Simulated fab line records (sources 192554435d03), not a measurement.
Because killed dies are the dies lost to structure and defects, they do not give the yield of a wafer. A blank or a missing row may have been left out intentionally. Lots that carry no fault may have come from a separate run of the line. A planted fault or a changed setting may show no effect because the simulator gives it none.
2 desks, one fault ; flow n5-finfet ; numbers are kept per desk, each desk with only its own; the story behind them comes last

## AT THE METROLOGY DESK
Lot by lot, what the gauges showed, no matter which tool ran the lot: averages of those sampled wafers that carry a number. A lot is out of limits, marked OUT, if its mean lies more than 4 standard deviations from the usual mean; the brackets give that distance.
Columns: A = cd-nm at N5_STI_FIN_REVEAL_CD_MEAS_22, usual 6.23 nm
lot;first seen here;A
L658;day 2 19:44;5.96
L659;day 3 02:10;6.05
L662;day 3 22:24;6.29
L664;day 4 05:43;6.41
L666;day 4 18:49;6.18
L668;day 5 09:53;6.07
L676;day 7 07:55;7.15
L677;day 7 13:44;7.24 (+4.2) OUT
L679;day 8 02:52;6.32
L680;day 8 07:04;6.14
This desk's verdict: out of limits on L677, starting with L677 at day 7 13:44 (cd-nm at N5_STI_FIN_REVEAL_CD_MEAS_22). L658, L659, L662, L664, L666, L668, L676, L679, L680 stayed within limits.

## THE TOOL OWNER'S DESK: plasma-asher-01
The tool's own readings at N5_STI_FIN_REVEAL_OXIDATION_31 (chemistry O2 PLASMA REMOTE, time 20 s): means of the sampled wafers that have a number, for each lot that ran on this tool. A lot is out of limits, marked OUT, if its mean lies more than 4 standard deviations from the usual mean; the brackets give that distance.
Columns: A = chamber-pressure-mTorr at N5_STI_FIN_REVEAL_OXIDATION_31, usual 1000.1 mTorr; B = drypump-motor-current-A at N5_STI_FIN_REVEAL_OXIDATION_31, usual 5.43 A; C = heater-power-w at N5_STI_FIN_REVEAL_OXIDATION_31, usual 144 W; D = temp-c at N5_STI_FIN_REVEAL_OXIDATION_31, usual 149.98 C; E = temp-c-max at N5_STI_FIN_REVEAL_OXIDATION_31, usual 150.53
lot;first seen here;A;B;C;D;E
L658;day 2 19:13;1000.3;5.39;139;149.90;150.60
L659;day 3 01:37;1000.3;5.38;141;149.99;150.74
L666;day 4 18:18;1000.6;5.50;141;150.10;150.80
L668;day 5 09:22;1000.1;5.59;145;150.01;150.65
L679;day 8 02:17;999.6;5.49;143;149.98;150.73
Result from this desk: across the 5 lots, nothing is out of limits.

## TAKEN TOGETHER
L677 would have let the metrology desk raise an alarm at day 7 13:44.
The tool owner's desk saw nothing out of limits.
The tool owner's desk has no number on record for L677.
The lots listed all ran N5_STI_FIN_REVEAL_OXIDATION_31 on plasma-asher-01.

## WHAT THE SIMULATOR HAD INSERTED
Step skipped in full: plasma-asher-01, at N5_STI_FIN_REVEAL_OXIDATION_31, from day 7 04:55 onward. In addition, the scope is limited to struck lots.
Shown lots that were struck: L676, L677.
Per desk, hours elapsed from the start of the fault to the first reading out of limits: for the metrology desk, 9.
